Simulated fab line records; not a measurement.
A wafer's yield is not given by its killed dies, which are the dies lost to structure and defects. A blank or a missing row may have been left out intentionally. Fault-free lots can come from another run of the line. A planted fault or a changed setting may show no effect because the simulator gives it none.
Chamber matching | flow nand-harc | 4 sister chambers for NHARC_A_ZERO_WELL_ETCH_13 on rie-si-05
The step etches the open film in HBr/Cl2, target depth 120 nm, time 40.1 s. 16 wafers are shown with their chamber, then 8 later ones without.

EACH WAFER AND ITS CHAMBER
wafer  | chamber | oes-product-au (a.u.) | throttle-valve-pct (%)
L077.3 | 3       | 0.982                 | 26.390
L077.4 | 0       | 0.989                 | 26.410
L077.5 | 0       | 0.991                 | 26.407
L079.3 | 1       | 1.007                 | 26.401
L079.5 | 1       | 0.992                 | 26.410
L079.6 | 2       | 0.995                 | 26.410
L082.1 | 3       | 0.986                 | 26.402
L082.3 | 0       | 0.992                 | 26.422
L082.5 | 3       | 0.987                 | 26.402
L085.1 | 2       | 0.991                 | 26.416
L085.5 | 0       | 1.009                 | 26.403
L085.6 | 3       | 0.985                 | 26.421
L087.1 | 1       | 0.988                 | 26.422
L087.3 | 2       | 1.009                 | 26.409
L087.5 | 1       | 0.990                 | 26.418
L090.2 | 0       | 1.007                 | 26.412

SIGNATURES (averages over the wafers above)
reading            | chamber 0 | chamber 1 | chamber 2 | chamber 3 | scatter within a chamber
oes-product-au     | 0.99760   | 0.99425   | 0.99833   | 0.98500   | 0.00809
throttle-valve-pct | 26.41080  | 26.41275  | 26.41167  | 26.40375  | 0.00905
Rule: a wafer lies at a distance from a chamber equal to the root of the sum of squares, over the readings, of (its reading less the chamber's mean, divided by the reading's scatter). If the next closest chamber is less than 2 further off than the closest, the wafer can't be placed; otherwise it belongs to the closest. The scatter: the root of (the sum of the squares of (reading less its chamber's mean) over the shown wafers, divided by (wafers less chambers)).

WAFERS WITH NO CHAMBER GIVEN
wafer  | oes-product-au (a.u.) | throttle-valve-pct (%)
L090.4 | 0.988                 | 26.404
L090.6 | 0.980                 | 26.409
L094.3 | 0.978                 | 26.409
L094.4 | 0.995                 | 26.418
L094.6 | 0.987                 | 26.408
L097.1 | 0.977                 | 26.395
L097.2 | 1.005                 | 26.428
L097.6 | 1.006                 | 26.411

THE CHAMBER EACH PASSED THROUGH
wafer  | from the rows above               | in truth
L090.4 | can't be placed: 3 or 1 or 0 or 2 | 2
L090.6 | can't be placed: 3 or 1 or 0 or 2 | 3
L094.3 | can't be placed: 3 or 1 or 0 or 2 | 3
L094.4 | can't be placed: 1 or 2 or 0 or 3 | 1
L094.6 | can't be placed: 3 or 1 or 0 or 2 | 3
L097.1 | can't be placed: 3 or 1 or 0 or 2 | 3
L097.2 | can't be placed: 2 or 0 or 1 or 3 | 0
L097.6 | can't be placed: 2 or 0 or 1 or 3 | 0
0 of 8 placed correctly. Not placeable from these rows: 8 (in 8, the candidates include the true chamber). 0 placed wrongly.
